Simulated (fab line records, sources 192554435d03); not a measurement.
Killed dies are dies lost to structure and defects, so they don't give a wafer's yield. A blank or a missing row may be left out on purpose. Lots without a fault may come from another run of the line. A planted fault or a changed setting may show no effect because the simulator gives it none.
A struck lot beside a sound one | flow n5_finfet | 27 steps out of a route of 1938
Sound: wafers L725.3, L725.4, L725.5. Struck: wafers L727.2, L727.6. (L727.4 of the same lot was not struck and is left out.) The cause comes at the end.
At each step with rows: each side's tool, then ch and its chambers, then its first start. Under that, the readings that differ: sound wafers | struck wafers | difference of the means | sigmas: that difference in standard deviations of wafers without a fault.
alike: readings whose means differ by less than 2 such deviations, and words and numbers that are the same on both sides. not compared: withheld readings, readings that some wafer has no value for, bounds like >300 that may hide the same value, and numbers for which the record gives no deviation and whose values overlap.
The two part at a step that has a row with sigmas, a row that says differs or no value, or rows on one side only. Numbers that don't overlap but have no deviation are shown without sigmas and don't part them. A reading that every wafer of one side lacks parts them only if that side has two wafers or more.

first, 12 steps without rows for these wafers: N5_MOL_CONTACT_COAG_ETCH_89 (etches underlayer in N2/H2, target depth 13 nm, time 10.4 s); N5_MOL_CONTACT_COAG_ETCH_90 (etches SiARC in CF4, target depth 13 nm, time 21.7 s); N5_MOL_CONTACT_COAG_ALD_131 (deposits SiO2, target thk 5 nm, pulse time 1 s, co reactant pulse time 1 s); N5_MOL_CONTACT_COAG_ETCHBACK_132 (etches SiO2 in CHF3, target depth 10 nm, time 6.7 s); N5_MOL_CONTACT_COAG_ETCH_91 (etches SOC in N2/H2, target depth 60 nm, overetch 21 nm, time 101.2 s); N5_MOL_CONTACT_COAG_STRIP_92 (strips in N2/H2); N5_MOL_CONTACT_COAG_STRIP_93 (strips in N2/H2); N5_MOL_CONTACT_COAG_ETCHBACK_135 (etches SiO2 in CHF3, target depth 25 nm, time 16.7 s); N5_MOL_CONTACT_COAG_STRIP_118 (strips in CHF3); N5_MOL_CONTACT_COAG_VIA_ETCH_46 (etches SiO2 in C4F6/O2, target depth 46 nm, overetch 9.2 nm, time 40 s); N5_MOL_CONTACT_COAG_STRIP_96 (strips in N2/H2); N5_MOL_CONTACT_COAG_ETCH_47 (etches SiNx in CH3F/O2, stops on W, target depth 27 nm).
N5_MOL_CONTACT_COAG_STRIP_119: strips in N2/H2, time 30 s.
  sound on plasma_asher-01 ch 0,1, day 8 14:46; struck on plasma_asher-01 ch 0, day 9 02:28
  alike: drypump_motor_current_A, heater_power_w, temp_c
  not compared: rf_hours_counter_h
then, 11 steps without rows for these wafers: N5_MOL_CONTACT_COAG_PRECLEAN_144 (cleans in alkaline clean, time 60 s); N5_MOL_CONTACT_COAG_SRD_145 (time 30 s); N5_MOL_CONTACT_COAG_COAT_62 (time 60 s, resist thk 60 nm); N5_MOL_CONTACT_COAG_COAT_63 (time 60 s, resist thk 10 nm); N5_MOL_CONTACT_COAG_COAT_64 (time 60 s, resist thk 10 nm); N5_MOL_CONTACT_COAG_COAT_34 (resist thk 40 nm); N5_MOL_CONTACT_COAG_EBR_36; N5_MOL_CONTACT_COAG_SOFTBAKE_35 (time 60 s); N5_MOL_CONTACT_COAG_EXPOSE_37 (exposes mask VD, defocus 0 nm); N5_MOL_CONTACT_COAG_PEB_38 (peb time 60 s); N5_MOL_CONTACT_COAG_DEVELOP_39 (develop time 30 s).
N5_MOL_CONTACT_COAG_INSPECT_42: inspects for defects (brightfield).
  sound on defect_inspect-02, day 8 15:25; struck on defect_inspect-02, day 9 03:01
  reading          | sound       | struck    | difference | sigmas
  raw_defect_count | 256 231 231 | 1259 1413 | +1097      | +21
then, 1 step without rows for these wafers: N5_MOL_CONTACT_COAG_DESCUM_45 (chemistry O2, time 7 s).
-- the record jumps here: 11 days lie between the struck wafers' starts before and after (it left off in module MOL_CONTACT_COAG and takes up again in module PASSIVATION, whose first step shown is number 1936 of the route) --
N5_PASSIVATION_PROBE_49:
  the record has rows for the struck wafers here (prober-01, day 20 14:23) and none for the sound ones

WHERE THEY PART
First at N5_MOL_CONTACT_COAG_INSPECT_42; last, within this record, at N5_PASSIVATION_PROBE_49.

WHY: what the simulator had put in
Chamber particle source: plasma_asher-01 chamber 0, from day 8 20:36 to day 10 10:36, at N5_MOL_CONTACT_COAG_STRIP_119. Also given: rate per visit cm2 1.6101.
